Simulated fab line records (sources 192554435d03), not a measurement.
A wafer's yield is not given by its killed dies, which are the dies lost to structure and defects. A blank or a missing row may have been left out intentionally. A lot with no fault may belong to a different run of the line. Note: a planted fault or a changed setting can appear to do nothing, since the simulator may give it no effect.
A struck lot beside a sound one	flow n5_finfet	16 out of 1938 route steps
Sound: wafers L872.1, L872.2, L872.5. Wafers L881.4, L881.5, L881.6 were the ones struck. At the end, the cause is stated.
Each step with rows lists, per side, the tool, then ch with its chambers, then its first start. Under that, the readings that differ: sound wafers	struck wafers	difference of the means	sigmas: that difference in standard deviations of wafers without a fault.
alike: readings with means less than 2 such deviations apart, plus words and numbers identical on both sides. not compared: withheld readings, readings lacking a value on some wafer, bounds such as >300 that could conceal the same value, and numbers that have no deviation in the record and whose values overlap.
The two part at a step that has a row with sigmas, a row that says differs or no value, or rows on one side only. When numbers do not overlap yet have no deviation, they are printed without sigmas and do not part them. Lack of a reading on every wafer of one side parts them only where that side has two or more wafers.

N5_MOL_CONTACT_COAG_ETCH_48: etches SiOC in C4F6/O2, target depth 15 nm, overetch 4.5 nm, time 17 s.
  sound on rie_diel-06 ch 1,3, day 6 09:08; struck on rie_diel-04 ch 0,1, day 8 17:05
reading	sound	struck	difference	sigmas
drypump_motor_current_A (A)	5.7 6.5 6.5	5.4 5.4 5.3	-0.9	-2
  alike: oes_o_777_au, oes_product_au, rf_vpp_V, showerhead_plenum_p_Torr, throttle_valve_pct
  not compared: rf_hours_counter_h
N5_MOL_CONTACT_COAG_STRIP_72: strips in N2/H2.
  sound on rie_diel-06 ch 1,3, day 6 09:11; struck on rie_diel-04 ch 0,1, day 8 17:08
reading	sound	struck	difference	sigmas
throttle_valve_pct (%)	23.3 23.4 23.4	24.2 24.2 23.8	+0.7	+2
  alike: drypump_motor_current_A, oes_product_au, power_w, rf_vpp_V, showerhead_plenum_p_Torr
  not compared: rf_hours_counter_h
N5_MOL_CONTACT_COAG_STRIP_49: strips in N2/H2, time 30 s.
  sound on plasma_asher-01 ch 0,1, day 6 09:16; struck on plasma_asher-01 ch 0,1, day 8 17:15
  alike: drypump_motor_current_A, heater_power_w
  not compared: rf_hours_counter_h
then, 2 steps without rows for these wafers: N5_MOL_CONTACT_COAG_PRECLEAN_138 (cleans in alkaline clean, time 60 s); N5_MOL_CONTACT_COAG_SRD_139 (time 30 s).
N5_MOL_CONTACT_COAG_CD_MEAS_101: target cd 16 nm.
  sound on cd_sem-03, day 6 09:25; struck on cd_sem-03, day 8 17:25
reading	sound	struck	difference	sigmas
cd_nm (nm)	16.8 16.3 16.6	16.0 15.1 15.7	-1.0	-2
following that, these wafers have no rows for 1 step: N5_MOL_CONTACT_COAG_PRE_CLEAN_121.
N5_MOL_CONTACT_COAG_CVD_140: deposits W, target thk 66.5 nm, time 215 s.
  sound on cvd_w-01 ch 0,1, day 6 09:33; struck on cvd_w-02 ch 0,1, day 8 17:37
  alike: heater_power_w
then, 2 steps without rows for these wafers: N5_MOL_CONTACT_COAG_PRECLEAN_127 (cleans in DIW, time 57.5 s); N5_MOL_CONTACT_COAG_SRD_128 (dry time 32 s).
N5_MOL_CONTACT_COAG_CMP_52: polishes, stops on SiO2, t overpolish 1.5 s, target thk 66.5 nm.
  sound on cmp-02 ch 0,2,3, day 6 10:02; struck on cmp-02 ch 0,2,3, day 8 17:56
  alike: motor_current_A, overpolish_run_s, time_to_endpoint_s
N5_MOL_CONTACT_COAG_THK_MEAS_53:
  sound on film_metro-02, day 6 10:17; struck on film_metro-01, day 8 18:10
  alike: VIA_MOL_THK
N5_MOL_CONTACT_COAG_ANNEAL_112: time 1800 s.
  sound on hp_anneal-01 ch 0, day 6 10:21; struck on hp_anneal-01 ch 0, day 8 18:37
reading	sound	struck	difference	sigmas
spike_tc_bottom_C (C)	426.1 424.2 425.8	418.2 416.7 416.6	-8.2	-7
spike_tc_centre_C (C)	401.5 400.7 400.8	390.7 389.0 390.6	-10.9	-12
spike_tc_lower_C (C)	399.8 399.4 400.7	389.9 390.6 391.3	-9.4	-10
spike_tc_top_C (C)	429.7 432.8 429.3	422.0 421.6 422.1	-8.7	-8
spike_tc_upper_C (C)	403.2 401.7 399.1	390.4 391.9 391.0	-10.2	-9
wafer_temp_C_max	401.9 402.6 402.0	392.0 392.7 392.4	-9.8	-20
zone_power_bottom_pct (%)	12.03 11.93 12.12	11.76 11.65 11.64	-0.34	-3
zone_power_centre_pct (%)	9.52 9.30 9.35	9.09 9.01 8.98	-0.36	-4
zone_power_lower_pct (%)	8.14 8.39 8.35	8.03 8.20 8.07	-0.19	-2
zone_power_upper_pct (%)	9.11 9.17 9.11	8.95 8.84 8.66	-0.31	-3
  alike: zone_power_top_pct
N5_MOL_CONTACT_COAG_INSPECT_97: inspects for defects (darkfield).
  sound on defect_inspect-02, day 6 13:23; struck on defect_inspect-02, day 8 21:43
  alike: raw_defect_count
-- the record jumps here: 3 days lie between the struck wafers' starts before and after (it left off in module MOL_CONTACT_COAG and takes up again in module BEOL_M4, whose first step shown is number 1111 of the route) --
N5_BEOL_M4_RC_MEAS_101:
  sound on prober-02 ch 0, day 9 05:48; struck on prober-01 ch 0, day 12 05:18
  alike: DIBL_N, DIBL_P, IOFF_N, IOFF_P, ION_N, ION_P, SS_N, SS_P, VT_N, VT_P
following that, these wafers have no rows for 1 step: N5_PASSIVATION_PROBE_49.

WHERE THEY PART
Last at N5_MOL_CONTACT_COAG_ANNEAL_112 as far as this record goes, first at N5_MOL_CONTACT_COAG_ETCH_48. Later steps at which nothing parts them and some readings are alike: N5_MOL_CONTACT_COAG_INSPECT_97, N5_BEOL_M4_RC_MEAS_101.

WHY: what the simulator had put in
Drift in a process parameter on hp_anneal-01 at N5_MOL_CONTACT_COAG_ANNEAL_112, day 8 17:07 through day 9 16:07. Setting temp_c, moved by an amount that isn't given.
